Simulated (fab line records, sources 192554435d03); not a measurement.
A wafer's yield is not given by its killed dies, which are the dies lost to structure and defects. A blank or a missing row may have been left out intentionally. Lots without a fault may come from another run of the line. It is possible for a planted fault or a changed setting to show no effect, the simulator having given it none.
Which tool did it?    flow n5-finfet    63 wafers from 21 lots sampled at 6 of the route's 1938 steps

## WHAT EACH GAUGE READ, for each wafer
The record lacks any reading of a measuring or inspecting step that a usual standard deviation could be used to judge.

## WHICH TOOL RAN EACH LOT (tool, then ch and the chambers of the sampled wafers, then the start)
lot   N5_MOL_CONTACT_COAG_SPUTTER_130  N5_MOL_CONTACT_COAG_ALD_131        N5_MOL_CONTACT_COAG_ETCHBACK_135    N5_MOL_CONTACT_COAG_VIA_ETCH_117    N5_MOL_CONTACT_COAG_STRIP_49          N5_MOL_CONTACT_COAG_CMP_52
L075  pvd-sputter-03, day 5 06:46      ald-sin-03 ch 0,1,2, day 5 11:04   rie-diel-03 ch 0,1,3, day 5 11:22   rie-diel-06 ch 1,2,3, day 5 13:10   plasma-asher-02 ch 0,1, day 5 13:22   cmp-01 ch 0,2,3, day 5 13:58
L077  pvd-sputter-01, day 5 15:39      ald-sin-02 ch 0,3, day 5 19:48     rie-diel-06 ch 0,2,3, day 5 20:11   rie-diel-01 ch 1,3, day 5 21:35     plasma-asher-01 ch 0,1, day 5 21:47   cmp-01 ch 0,2, day 5 22:45
L076  pvd-sputter-03, day 5 20:47      ald-sin-04 ch 0,1, day 6 01:43     rie-diel-06 ch 0,2,3, day 6 02:01   rie-diel-01 ch 1,2,3, day 6 03:32   plasma-asher-02 ch 0,1, day 6 03:44   cmp-02 ch 1,2, day 6 04:20
L078  pvd-sputter-02, day 5 23:10      ald-sin-02 ch 0,2,3, day 6 04:33   rie-diel-01 ch 2,3, day 6 04:52     rie-diel-06 ch 0,3, day 6 06:46     plasma-asher-01 ch 0,1, day 6 06:59   cmp-02 ch 0,1,3, day 6 07:36
L079  pvd-sputter-03, day 6 04:53      ald-sin-02 ch 0,1,3, day 6 08:56   rie-diel-06 ch 0,2,3, day 6 09:14   rie-diel-03 ch 0,1,3, day 6 10:35   plasma-asher-02 ch 0,1, day 6 10:47   cmp-04 ch 0,1,3, day 6 11:23
L080  pvd-sputter-01, day 6 13:21      ald-sin-03 ch 1,2, day 6 17:26     rie-diel-01 ch 1,2,3, day 6 17:55   rie-diel-01 ch 0,3, day 6 19:13     plasma-asher-01 ch 0,1, day 6 19:25   cmp-02 ch 2,3, day 6 20:14
L081  pvd-sputter-01, day 6 16:16      ald-sin-04 ch 1,3, day 6 20:16     rie-diel-03 ch 1,3, day 6 20:35     rie-diel-06 ch 1,2, day 6 21:51     plasma-asher-02 ch 0,1, day 6 22:04   cmp-02 ch 0,1,2, day 6 22:41
L082  pvd-sputter-02, day 7 04:48      ald-sin-02 ch 0,1,3, day 7 09:07   rie-diel-03 ch 0,1,2, day 7 09:25   rie-diel-03 ch 0,2,3, day 7 11:08   plasma-asher-02 ch 0,1, day 7 11:20   cmp-04 ch 2,3, day 7 11:56
L083  pvd-sputter-03, day 7 07:35      ald-sin-02 ch 0,3, day 7 12:08     rie-diel-01 ch 0,2,3, day 7 12:26   rie-diel-06 ch 1,2, day 7 13:56     plasma-asher-01 ch 0,1, day 7 14:08   cmp-02 ch 0,1, day 7 14:46
L084  pvd-sputter-01, day 7 13:40      ald-sin-04 ch 2,3, day 7 17:47     rie-diel-06 ch 0,2, day 7 18:06     rie-diel-06 ch 0,1,2, day 7 19:24   plasma-asher-02 ch 0,1, day 7 19:37   cmp-02 ch 0,1, day 7 20:18
L085  pvd-sputter-01, day 7 16:55      ald-sin-02 ch 0,1,3, day 7 21:04   rie-diel-01 ch 0,1,3, day 7 21:23   rie-diel-06 ch 1,2, day 7 23:01     plasma-asher-01 ch 0,1, day 7 23:14   cmp-02 ch 0,1, day 7 23:56
L087  pvd-sputter-01, day 8 04:25      ald-sin-02 ch 0,2,3, day 8 08:25   rie-diel-03 ch 1,2,3, day 8 08:43   rie-diel-06 ch 0,2, day 8 10:02     plasma-asher-02 ch 1, day 8 10:15     cmp-02 ch 1,2, day 8 11:10
L086  pvd-sputter-01, day 8 05:19      ald-sin-04 ch 1,2,3, day 8 09:23   rie-diel-06 ch 0,1,2, day 8 09:41   rie-diel-03 ch 0,1,3, day 8 11:40   plasma-asher-01 ch 0,1, day 8 11:52   cmp-04 ch 0,1,3, day 8 12:28
L089  pvd-sputter-01, day 8 20:02      ald-sin-03 ch 1,2, day 9 01:13     rie-diel-06 ch 0,2,3, day 9 01:31   rie-diel-06 ch 0,2,3, day 9 03:16   plasma-asher-02 ch 0,1, day 9 03:28   cmp-04 ch 0,2,3, day 9 04:10
L088  pvd-sputter-02, day 8 20:19      ald-sin-03 ch 0,2,3, day 9 02:44   rie-diel-01 ch 0,1,2, day 9 03:03   rie-diel-03 ch 1,2,3, day 9 04:19   plasma-asher-01 ch 0,1, day 9 04:32   cmp-02 ch 0,2, day 9 05:10
L091  pvd-sputter-02, day 9 02:44      ald-sin-04 ch 1,2, day 9 07:01     rie-diel-01 ch 0,1, day 9 07:20     rie-diel-06 ch 0,1, day 9 08:39     plasma-asher-01 ch 0,1, day 9 08:53   cmp-04 ch 0,1,2, day 9 09:49
L090  pvd-sputter-03, day 9 06:16      ald-sin-04 ch 1,3, day 9 10:53     rie-diel-03 ch 1,2,3, day 9 11:13   rie-diel-06 ch 0,1, day 9 12:29     plasma-asher-02 ch 0, day 9 12:42     cmp-02 ch 0,1,3, day 9 13:18
L093  pvd-sputter-01, day 10 00:08     ald-sin-02 ch 0,2,3, day 10 04:10  rie-diel-06 ch 1,2, day 10 04:39    rie-diel-03 ch 0,2,3, day 10 06:29  plasma-asher-02 ch 0,1, day 10 06:43  cmp-04 ch 1,2,3, day 10 07:17
L094  pvd-sputter-02, day 10 02:46     ald-sin-04 ch 1,2,3, day 10 07:01  rie-diel-06 ch 1,2, day 10 07:24    rie-diel-01 ch 0,3, day 10 10:01    plasma-asher-02 ch 0,1, day 10 10:13  cmp-01 ch 1,2,3, day 10 10:57
L095  pvd-sputter-02, day 10 07:41     ald-sin-02 ch 1,3, day 10 13:51    rie-diel-01 ch 0,2,3, day 10 14:09  rie-diel-06 ch 1,2,3, day 10 15:27  plasma-asher-01 ch 0,1, day 10 15:40  cmp-04 ch 0,1,3, day 10 16:20
L096  pvd-sputter-01, day 10 16:42     ald-sin-02 ch 0,1,2, day 10 22:08  rie-diel-01 ch 1,2,3, day 10 22:41  rie-diel-03 ch 0,3, day 11 00:35    plasma-asher-02 ch 0,1, day 11 00:47  cmp-01 ch 1,2, day 11 01:23
- N5_MOL_CONTACT_COAG_SPUTTER_130: material Co, target thk 47.5 nm.
- N5_MOL_CONTACT_COAG_ALD_131: deposits SiO2, target thk 5 nm, pulse time 1 s, co reactant pulse time 1 s.
- N5_MOL_CONTACT_COAG_ETCHBACK_135: etches SiO2 in CHF3, target depth 25 nm, time 16.7 s.
- N5_MOL_CONTACT_COAG_VIA_ETCH_117: etches SiO2 in C4F6/O2, target depth 40 nm, overetch 8 nm, time 26 s.
- N5_MOL_CONTACT_COAG_STRIP_49: strips in N2/H2, time 30 s.
- N5_MOL_CONTACT_COAG_CMP_52: polishes, stops on SiO2, t overpolish 1.5 s, target thk 66.5 nm.

## AS READ BY THE TOOLS THEMSELVES (means over the sampled wafers that have a number; for cases with no such wafer, the mark the record gives instead)
N5_MOL_CONTACT_COAG_SPUTTER_130. Usual: cathode-dc-power-W 3000.0 W, standard deviation 0.51; susceptor-temp-C 24.98 C, standard deviation 0.1; throttle-valve-pct 30.3 %, standard deviation 1.3.
lot   tool            cathode-dc-power-W (W)  susceptor-temp-C (C)  throttle-valve-pct (%)  flag
L075  pvd-sputter-03  3000.0                  25.01                 29.7                    
L077  pvd-sputter-01  3000.5                  25.00                 30.8                    
L076  pvd-sputter-03  2999.8                  24.94                 30.1                    
L078  pvd-sputter-02  3000.0                  24.95                 30.1                    
L079  pvd-sputter-03  2999.9                  25.02                 29.9                    
L080  pvd-sputter-01  3000.1                  24.94                 29.0                    
L081  pvd-sputter-01  3000.0                  25.01                 31.6                    
L082  pvd-sputter-02  3000.1                  24.94                 30.4                    
L083  pvd-sputter-03  2999.9                  25.00                 29.9                    
L084  pvd-sputter-01  2999.4                  25.01                 29.3                    
L085  pvd-sputter-01  3000.0                  25.05                 30.2                    
L087  pvd-sputter-01  2999.7                  25.01                 31.3                    
L086  pvd-sputter-01  3000.3                  24.91                 30.2                    
L089  pvd-sputter-01  2999.9                  24.96                 30.3                    
L088  pvd-sputter-02  2999.6                  24.99                 30.1                    
L091  pvd-sputter-02  3000.4                  24.94                 30.4                    
L090  pvd-sputter-03  3000.8                  24.92                 30.8                    
L093  pvd-sputter-01  3000.0                  24.92                 30.6                    
L094  pvd-sputter-02  2999.9                  24.91                 30.7                    
L095  pvd-sputter-02  2999.9                  24.88                 29.4                    
L096  pvd-sputter-01  2999.8                  24.99                 30.0                    

N5_MOL_CONTACT_COAG_ALD_131. Usual: heater-power-outer-w 40 W, standard deviation 4.8; heater-power-w 77 W, standard deviation 9.3; precursor-pulse-height-rel 0.999, standard deviation 0.019; susceptor-temp-C 99.99 C, standard deviation 0.13.
lot   tool        heater-power-outer-w (W)  heater-power-w (W)  precursor-pulse-height-rel  susceptor-temp-C (C)  flag
L075  ald-sin-03  37                        73                  0.998                       100.03                
L077  ald-sin-02  38                        72                  0.981                       99.96                 
L076  ald-sin-04  40                        78                  1.001                       99.85                 
L078  ald-sin-02  38                        73                  1.021                       99.99                 
L079  ald-sin-02  39                        75                  0.979                       99.92                 
L080  ald-sin-03  38                        70                  0.987                       99.95                 
L081  ald-sin-04  45                        80                  1.001                       99.98                 
L082  ald-sin-02  38                        75                  0.985                       99.99                 
L083  ald-sin-02  37                        73                  0.992                       99.85                 
L084  ald-sin-04  44                        78                  1.010                       100.01                
L085  ald-sin-02  39                        75                  0.981                       100.12                
L087  ald-sin-02  38                        73                  1.009                       99.94                 
L086  ald-sin-04  46                        86                  0.993                       99.94                 
L089  ald-sin-03  40                        78                  0.992                       99.98                 
L088  ald-sin-03  38                        73                  1.000                       100.02                
L091  ald-sin-04  49                        93                  1.006                       100.03                
L090  ald-sin-04  47                        87                  0.999                       100.00                
L093  ald-sin-02  38                        73                  1.006                       99.98                 
L094  ald-sin-04  45                        85                  0.995                       100.09                
L095  ald-sin-02  35                        70                  1.002                       100.05                
L096  ald-sin-02  40                        76                  1.008                       99.90                 

N5_MOL_CONTACT_COAG_ETCHBACK_135. Usual: value, then standard deviation, for each; bias-w 170.1 W / 0.48; drypump-motor-current-A 5.8 A / 0.53; oes-product-au 0.79 a.u. / 0.096; rf-fwd-power-W 598.5 W / 2.8; rf-vpp-V 524 V / 12; showerhead-plenum-p-Torr 2.43 Torr / 0.08; throttle-valve-pct 18.68 % / 0.18.
lot   tool         bias-w (W)  drypump-motor-current-A (A)  oes-product-au (a.u.)  rf-fwd-power-W (W)  rf-vpp-V (V)  showerhead-plenum-p-Torr (Torr)  throttle-valve-pct (%)  flag
L075  rie-diel-03  169.7       5.5                          0.84                   596.2               524           2.40                             18.59                   
L077  rie-diel-06  170.2       5.8                          0.70                   600.2               519           2.36                             18.80                   
L076  rie-diel-06  170.3       5.8                          0.70                   601.0               520           2.36                             18.82                   
L078  rie-diel-01  170.3       6.1                          0.77                   596.4               531           2.46                             18.67                   
L079  rie-diel-06  170.0       5.8                          0.70                   599.1               520           2.36                             18.82                   
L080  rie-diel-01  170.0       5.9                          0.75                   598.5               521           2.41                             18.67                   
L081  rie-diel-03  170.2       5.7                          0.79                   593.7               521           2.36                             18.77                   
L082  rie-diel-03  170.1       5.2                          0.82                   596.8               523           2.43                             18.67                   
L083  rie-diel-01  169.8       6.0                          0.78                   598.4               528           2.48                             18.61                   
L084  rie-diel-06  169.9       6.1                          0.69                   599.5               520           2.39                             18.80                   
L085  rie-diel-01  170.0       6.2                          0.71                   599.8               522           2.39                             18.69                   
L087  rie-diel-03  170.2       5.5                          0.79                   596.3               518           2.40                             18.84                   
L086  rie-diel-06  170.1       6.2                          0.70                   597.5               531           2.42                             18.79                   
L089  rie-diel-06  170.4       5.8                          0.77                   600.1               522           2.44                             18.71                   
L088  rie-diel-01  170.1       5.8                          0.76                   600.7               518           2.42                             18.60                   
L091  rie-diel-01  169.7       6.0                          0.69                   600.5               512           2.34                             18.69                   
L090  rie-diel-03  169.9       5.5                          0.78                   595.9               519           2.40                             18.85                   
L093  rie-diel-06  169.9       6.4                          0.91                   597.6               522           2.38                             18.51                   
L094  rie-diel-06  170.7       6.4                          0.91                   595.9               521           2.38                             18.51                   
L095  rie-diel-01  170.4       6.0                          0.84                   599.2               528           2.47                             18.50                   
L096  rie-diel-01  169.7       5.8                          0.91                   599.0               525           2.50                             18.43                   

N5_MOL_CONTACT_COAG_VIA_ETCH_117. Usual: O2_flow_sccm 10.00 sccm, standard deviation 0.03; bias-w 454.9 W, standard deviation 1.4; drypump-motor-current-A 5.8 A, standard deviation 0.53; oes-product-au 0.69 a.u., standard deviation 0.075; rf-fwd-power-W 319.6 W, standard deviation 1.6; rf-vpp-V 1592 V, standard deviation 35; showerhead-plenum-p-Torr 2.88 Torr, standard deviation 0.083; throttle-valve-pct 41.1 %, standard deviation 0.37.
lot   tool         O2_flow_sccm (sccm)  bias-w (W)  drypump-motor-current-A (A)  oes-product-au (a.u.)  rf-fwd-power-W (W)  rf-vpp-V (V)  showerhead-plenum-p-Torr (Torr)  throttle-valve-pct (%)  flag
L075  rie-diel-06  9.98                 454.8       6.1                          0.64                   320.4               1577          2.81                             40.9                    
L077  rie-diel-01  10.01                454.1       6.1                          0.62                   319.9               1559          2.78                             40.8                    
L076  rie-diel-01  10.00                454.9       5.8                          0.67                   320.5               1581          2.88                             41.0                    
L078  rie-diel-06  10.03                454.2       5.7                          0.63                   320.5               1604          2.86                             41.4                    
L079  rie-diel-03  10.00                455.0       5.6                          0.74                   318.0               1588          2.85                             40.8                    
L080  rie-diel-01  10.01                455.9       6.4                          0.68                   320.9               1599          2.95                             40.6                    
L081  rie-diel-06  10.02                456.5       6.4                          0.64                   319.1               1580          2.85                             41.0                    
L082  rie-diel-03  9.96                 454.3       5.4                          0.76                   318.8               1577          2.85                             41.1                    
L083  rie-diel-06  9.98                 456.2       6.5                          0.65                   320.8               1609          2.89                             40.9                    
L084  rie-diel-06  10.00                455.1       6.2                          0.63                   320.9               1608          2.89                             41.2                    
L085  rie-diel-06  10.00                453.3       6.5                          0.64                   320.7               1609          2.89                             40.9                    
L087  rie-diel-06  10.05                454.2       5.9                          0.62                   320.2               1606          2.89                             41.5                    
L086  rie-diel-03  9.99                 453.7       5.6                          0.72                   319.2               1587          2.85                             40.9                    
L089  rie-diel-06  9.99                 455.2       5.8                          0.70                   319.7               1584          2.92                             41.3                    
L088  rie-diel-03  10.00                455.2       5.5                          0.69                   316.6               1571          2.86                             41.2                    
L091  rie-diel-06  9.98                 454.6       6.3                          0.63                   321.0               1637          2.93                             41.2                    
L090  rie-diel-06  10.04                453.9       6.3                          0.63                   320.5               1638          2.92                             41.1                    
L093  rie-diel-03  9.99                 453.8       5.4                          0.73                   318.1               1578          2.84                             41.1                    
L094  rie-diel-01  10.01                453.7       6.5                          0.78                   318.6               1605          2.91                             40.5                    
L095  rie-diel-06  9.99                 453.9       6.1                          0.77                   320.8               1584          2.91                             40.8                    
L096  rie-diel-03  10.01                455.3       5.4                          0.75                   319.7               1592          2.82                             40.8                    

N5_MOL_CONTACT_COAG_STRIP_49. Usual: drypump-motor-current-A 5.9 A, standard deviation 0.31; heater-power-w 352 W, standard deviation 35.
lot   tool             drypump-motor-current-A (A)  heater-power-w (W)  flag
L075  plasma-asher-02  6.1                          349                 
L077  plasma-asher-01  5.8                          381                 
L076  plasma-asher-02  6.1                          347                 
L078  plasma-asher-01  5.6                          355                 
L079  plasma-asher-02  6.1                          345                 
L080  plasma-asher-01  5.8                          375                 
L081  plasma-asher-02  6.0                          323                 
L082  plasma-asher-02  6.0                          326                 
L083  plasma-asher-01  5.7                          352                 
L084  plasma-asher-02  6.0                          323                 
L085  plasma-asher-01  5.6                          356                 
L087  plasma-asher-02  5.8                          309                 
L086  plasma-asher-01  5.8                          374                 
L089  plasma-asher-02  6.0                          327                 
L088  plasma-asher-01  5.6                          356                 
L091  plasma-asher-01  5.8                          379                 
L090  plasma-asher-02  6.3                          365                 
L093  plasma-asher-02  6.1                          346                 
L094  plasma-asher-02  6.1                          344                 
L095  plasma-asher-01  5.8                          378                 
L096  plasma-asher-02  5.9                          325                 

N5_MOL_CONTACT_COAG_CMP_52. Usual: motor-current-A 12.2 A, standard deviation 1.4; overpolish-run-s 1.500 s, standard deviation 0.0085; time-to-endpoint-s 12.9 s, standard deviation 2.8.
lot   tool    motor-current-A (A)  overpolish-run-s (s)  time-to-endpoint-s (s)  flag
L075  cmp-01  11.1                 1.493                 15.7                    
L077  cmp-01  11.5                 1.507                 10.1                    
L076  cmp-02  13.5                 1.492                 13.0                    
L078  cmp-02  12.0                 1.502                 11.7                    
L079  cmp-04  12.0                 1.507                 10.7                    
L080  cmp-02  12.7                 1.498                 15.7                    
L081  cmp-02  13.2                 1.501                 10.0                    
L082  cmp-04  11.4                 1.499                 15.6                    
L083  cmp-02  12.0                 1.504                 11.2                    
L084  cmp-02  11.7                 1.497                 13.1                    
L085  cmp-02  12.1                 1.504                 12.5                    
L087  cmp-02  14.2                 1.502                 13.6                    
L086  cmp-04  12.3                 1.498                 12.8                    
L089  cmp-04  12.2                 1.509                 13.8                    
L088  cmp-02  14.5                 1.510                 14.1                    
L091  cmp-04  11.7                 1.495                 14.6                    
L090  cmp-02  11.8                 1.501                 15.7                    
L093  cmp-04  11.5                 1.501                 10.8                    
L094  cmp-01  11.8                 1.500                 11.1                    
L095  cmp-04  12.3                 1.501                 12.5                    
L096  cmp-01  12.6                 1.497                 13.5                    

## THE ANSWER, worked out from the rows above alone
Rule: take the mean of a lot's wafers that have a number; if it is more than 3 standard deviations from the usual mean, the lot is off. A lot without any number at a reading at which 4 lots or more have one is off too. Any other lot the step has rows for is counted as sound. Order of review: gauges by route order, followed by the tools' own readings, for which a lot's mean as printed above is used. The first step at which some lot is off is used, and at that step the reading that is off furthest; a lot without a number counts as furthest.
No lot is off at any reading shown: from this, nothing can be told.

## WHAT HAD BEEN PUT IN BY THE SIMULATOR
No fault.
